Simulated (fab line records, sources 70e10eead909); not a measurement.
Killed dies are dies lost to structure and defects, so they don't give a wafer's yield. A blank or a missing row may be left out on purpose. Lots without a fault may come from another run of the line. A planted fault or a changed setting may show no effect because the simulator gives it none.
Chamber matching | flow nand_harc | NHARC_P_M2_ETCH_35 on rie_diel-04: 4 sister chambers
The step etches the open film in N2/H2, target depth 40 nm, overetch 12 nm, time 43.94 s. 8 wafers are shown with their chamber, then 12 later ones without.

WAFERS WITH THEIR CHAMBER
wafer  | chamber | drypump_motor_current_A (A) | rf_vpp_V (V)
L083.4 | 1       | 5.6                         | 430.9
L087.6 | 2       | 5.5                         | 426.4
L086.6 | 1       | 5.6                         | 429.6
L089.1 | 2       | 5.5                         | 426.5
L089.4 | 0       | 6.3                         | 428.1
L091.3 | 3       | 5.9                         | 430.3
L091.4 | 0       | 6.3                         | 427.2
L091.5 | 3       | 6.0                         | 429.9

WAFERS WITHOUT THEIR CHAMBER
wafer  | drypump_motor_current_A (A) | rf_vpp_V (V)
L093.3 | 5.5                         | 427.5
L093.5 | 5.5                         | 426.4
L093.6 | 6.0                         | 429.1
L094.2 | 6.2                         | 429.0
L094.3 | 5.5                         | 426.1
L094.4 | 5.6                         | 428.5
L095.3 | 6.3                         | 428.3
L095.4 | 5.4                         | 425.7
L095.6 | 5.4                         | 426.2
L096.3 | 5.6                         | 429.9
L096.4 | 6.3                         | 429.6
L096.5 | 5.6                         | 431.1

WHICH CHAMBER EACH WENT THROUGH
wafer  | from the rows above     | in truth
L093.3 | 2                       | 2
L093.5 | 2                       | 2
L093.6 | 3                       | 3
L094.2 | 0                       | 0
L094.3 | 2                       | 2
L094.4 | can't be placed: 1 or 2 | 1
L095.3 | 0                       | 0
L095.4 | 2                       | 2
L095.6 | 2                       | 2
L096.3 | 1                       | 1
L096.4 | 0                       | 0
L096.5 | 1                       | 1
Placed correctly: 11 of 12. Can't be placed from these rows: 1 (the true chamber is among the candidates in 1). Placed wrongly: 0.
How it was worked out, from the rows above alone: a wafer's distance from a chamber is the root of the sum, over the readings, of the square of ((its reading less the chamber's mean) divided by the reading's scatter). The wafer belongs to the nearest chamber; if the next one is less than 2 further off, it can't be placed. A chamber's mean is the mean of its shown wafers. The scatter: the root of (the sum of the squares of (reading less its chamber's mean) over the shown wafers, divided by (wafers less chambers)).
